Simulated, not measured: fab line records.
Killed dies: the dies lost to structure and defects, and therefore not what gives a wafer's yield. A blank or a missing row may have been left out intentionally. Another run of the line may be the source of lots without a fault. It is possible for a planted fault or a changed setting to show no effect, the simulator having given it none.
Matching of chambers || flow nand_harc || NHARC_P_CONTACT_DEP_30 on pecvd-03 has 3 sister chambers
The step deposits SiNx, target thk 30 nm. 14 wafers are shown with their chamber, then 7 later ones without.

== WAFERS PAIRED WITH THEIR CHAMBERS ==
{"wafer": "L077.1", "chamber": 0, "heater_power_w (W)": 607, "rf_fwd_power_W (W)": 448.5}
{"wafer": "L077.3", "chamber": 1, "heater_power_w (W)": 711, "rf_fwd_power_W (W)": 445.6}
{"wafer": "L077.6", "chamber": 1, "heater_power_w (W)": 712, "rf_fwd_power_W (W)": 448.4}
{"wafer": "L079.1", "chamber": 1, "heater_power_w (W)": 848, "rf_fwd_power_W (W)": 447.5}
{"wafer": "L079.4", "chamber": 2, "heater_power_w (W)": 800, "rf_fwd_power_W (W)": 449.5}
{"wafer": "L079.6", "chamber": 0, "heater_power_w (W)": 666, "rf_fwd_power_W (W)": 448.8}
{"wafer": "L082.2", "chamber": 2, "heater_power_w (W)": 790, "rf_fwd_power_W (W)": 449.0}
{"wafer": "L082.3", "chamber": 1, "heater_power_w (W)": 700, "rf_fwd_power_W (W)": 448.6}
{"wafer": "L082.5", "chamber": 1, "heater_power_w (W)": 737, "rf_fwd_power_W (W)": 448.8}
{"wafer": "L090.1", "chamber": 1, "heater_power_w (W)": 774, "rf_fwd_power_W (W)": 446.9}
{"wafer": "L090.2", "chamber": 2, "heater_power_w (W)": 694, "rf_fwd_power_W (W)": 447.1}
{"wafer": "L090.6", "chamber": 0, "heater_power_w (W)": 602, "rf_fwd_power_W (W)": 448.4}
{"wafer": "L093.4", "chamber": 1, "heater_power_w (W)": 803, "rf_fwd_power_W (W)": 448.0}
{"wafer": "L093.5", "chamber": 2, "heater_power_w (W)": 827, "rf_fwd_power_W (W)": 450.3}

SIGNATURES (means of the wafers above)
{"reading": "heater_power_w", "chamber 0": 625.00, "chamber 1": 755.00, "chamber 2": 777.75, "scatter within a chamber": 53.1}
{"reading": "rf_fwd_power_W", "chamber 0": 448.567, "chamber 1": 447.686, "chamber 2": 448.975, "scatter within a chamber": 1.1}
Rule: distance of a wafer from a chamber = root of the sum over the readings of ((wafer's reading minus chamber's mean) / reading's scatter) squared. The wafer belongs to the nearest chamber; if the next one is less than 2 further off, it can't be placed. The scatter: take each reading less its chamber's mean, square it, sum over the shown wafers, divide by the number of wafers less the number of chambers, and take the root.

== WAFERS WHOSE CHAMBER IS MISSING ==
{"wafer": "L093.6", "heater_power_w (W)": 633, "rf_fwd_power_W (W)": 450.4}
{"wafer": "L095.1", "heater_power_w (W)": 771, "rf_fwd_power_W (W)": 449.5}
{"wafer": "L095.2", "heater_power_w (W)": 652, "rf_fwd_power_W (W)": 450.2}
{"wafer": "L095.4", "heater_power_w (W)": 685, "rf_fwd_power_W (W)": 448.6}
{"wafer": "L096.3", "heater_power_w (W)": 659, "rf_fwd_power_W (W)": 449.0}
{"wafer": "L096.5", "heater_power_w (W)": 650, "rf_fwd_power_W (W)": 449.7}
{"wafer": "L096.6", "heater_power_w (W)": 689, "rf_fwd_power_W (W)": 448.7}

== THE CHAMBER EACH PASSED THROUGH ==
{"wafer": "L093.6", "from the rows above": "can't be placed: 0 or 2 or 1", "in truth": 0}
{"wafer": "L095.1", "from the rows above": "can't be placed: 2 or 1", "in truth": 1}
{"wafer": "L095.2", "from the rows above": "can't be placed: 0 or 2 or 1", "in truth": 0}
{"wafer": "L095.4", "from the rows above": "can't be placed: 0 or 1 or 2", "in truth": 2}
{"wafer": "L096.3", "from the rows above": "can't be placed: 0 or 1 or 2", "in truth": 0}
{"wafer": "L096.5", "from the rows above": "can't be placed: 0 or 2 or 1", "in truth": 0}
{"wafer": "L096.6", "from the rows above": "can't be placed: 0 or 1 or 2", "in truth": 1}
Placed correctly: 0 of 7. Can't be placed from these rows: 7 (the true chamber is among the candidates in 7). Wrongly placed: 0.
